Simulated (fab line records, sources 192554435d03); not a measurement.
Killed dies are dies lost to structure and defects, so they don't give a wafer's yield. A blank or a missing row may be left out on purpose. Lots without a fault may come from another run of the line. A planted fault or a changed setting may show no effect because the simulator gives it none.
Chamber matching | flow n5_finfet | N5_BEOL_M4_CMP_52 on cmp-02: 4 sister chambers
The step polishes, stops on SiOC, t overpolish 6.8 s, target thk 40 nm. 7 wafers are shown with their chamber, then 7 later ones without.

WAFERS WITH THEIR CHAMBER
wafer  | chamber | motor_current_A (A) | time_to_endpoint_s (s)
L083.1 | 0       | 5.1                 | 59.3
L083.2 | 2       | 5.2                 | 62.1
L091.1 | 1       | 6.4                 | 66.8
L091.4 | 2       | 5.5                 | 64.1
L091.6 | 3       | 5.5                 | 66.6
L090.1 | 1       | 6.2                 | 66.7
L090.3 | 0       | 5.2                 | 59.4

WAFERS WITHOUT THEIR CHAMBER
wafer  | motor_current_A (A) | time_to_endpoint_s (s)
L090.6 | 5.5                 | 62.7
L093.1 | 6.3                 | 64.8
L093.3 | 5.6                 | 63.8
L093.5 | 5.6                 | 61.5
L096.3 | 5.3                 | 64.4
L096.4 | 6.3                 | 66.5
L096.5 | 6.3                 | 66.4

WHICH CHAMBER EACH WENT THROUGH
wafer  | from the rows above     | in truth
L090.6 | 2                       | 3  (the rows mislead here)
L093.1 | 1                       | 1
L093.3 | can't be placed: 2 or 3 | 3
L093.5 | can't be placed: 2 or 0 | 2
L096.3 | can't be placed: 2 or 3 | 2
L096.4 | 1                       | 1
L096.5 | 1                       | 1
Placed correctly: 3 of 7. Can't be placed from these rows: 3 (the true chamber is among the candidates in 3). Placed wrongly: 1.
How it was worked out, from the rows above alone: a wafer's distance from a chamber is the root of the sum, over the readings, of the square of ((its reading less the chamber's mean) divided by the reading's scatter). The wafer belongs to the nearest chamber; if the next one is less than 2 further off, it can't be placed. A chamber's mean is the mean of its shown wafers. The scatter: the root of (the sum of the squares of (reading less its chamber's mean) over the shown wafers, divided by (wafers less chambers)).
